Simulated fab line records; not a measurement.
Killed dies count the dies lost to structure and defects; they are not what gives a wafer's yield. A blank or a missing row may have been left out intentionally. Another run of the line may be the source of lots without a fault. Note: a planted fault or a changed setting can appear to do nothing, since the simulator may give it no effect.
Chamber matching || flow n5-finfet || cvd-co-02 running N5_BEOL_M5_PRE_CLEAN_77: 3 sister chambers
The step time 15 s. 3 wafers are shown with their chamber, then 11 later ones without.

WAFERS PAIRED WITH THEIR CHAMBERS
{"wafer": "L083.1", "chamber": 2, "heater-power-w (W)": 61}
{"wafer": "L084.4", "chamber": 0, "heater-power-w (W)": 79}
{"wafer": "L087.2", "chamber": 1, "heater-power-w (W)": 118}

WAFERS WITH NO CHAMBER GIVEN
{"wafer": "L087.3", "heater-power-w (W)": 59}
{"wafer": "L087.5", "heater-power-w (W)": 61}
{"wafer": "L089.2", "heater-power-w (W)": 63}
{"wafer": "L089.4", "heater-power-w (W)": 61}
{"wafer": "L089.5", "heater-power-w (W)": 121}
{"wafer": "L096.1", "heater-power-w (W)": 111}
{"wafer": "L096.2", "heater-power-w (W)": 82}
{"wafer": "L096.3", "heater-power-w (W)": 63}
{"wafer": "L097.4", "heater-power-w (W)": 112}
{"wafer": "L097.5", "heater-power-w (W)": 82}
{"wafer": "L097.6", "heater-power-w (W)": 62}

WHICH CHAMBER EACH WENT THROUGH
{"wafer": "L087.3", "from the rows above": 2, "in truth": 2}
{"wafer": "L087.5", "from the rows above": 2, "in truth": 2}
{"wafer": "L089.2", "from the rows above": 2, "in truth": 2}
{"wafer": "L089.4", "from the rows above": 2, "in truth": 2}
{"wafer": "L089.5", "from the rows above": 1, "in truth": 1}
{"wafer": "L096.1", "from the rows above": 1, "in truth": 1}
{"wafer": "L096.2", "from the rows above": 0, "in truth": 0}
{"wafer": "L096.3", "from the rows above": 2, "in truth": 2}
{"wafer": "L097.4", "from the rows above": 1, "in truth": 1}
{"wafer": "L097.5", "from the rows above": 0, "in truth": 0}
{"wafer": "L097.6", "from the rows above": 2, "in truth": 2}
11 of 11 placed correctly. Can't be placed from these rows: 0. Placed wrongly: 0.
How it was worked out, from the rows above alone: a wafer's distance from a chamber is the root of the sum, over the readings, of the square of ((its reading less the chamber's mean) divided by the reading's scatter). The wafer belongs to the nearest chamber; if the next one is less than 2 further off, it can't be placed. A chamber's mean is the mean of its shown wafers. The scatter (one wafer shown for each chamber): square how far every hidden wafer sits from the nearest shown wafer, average those squares and take the square root.
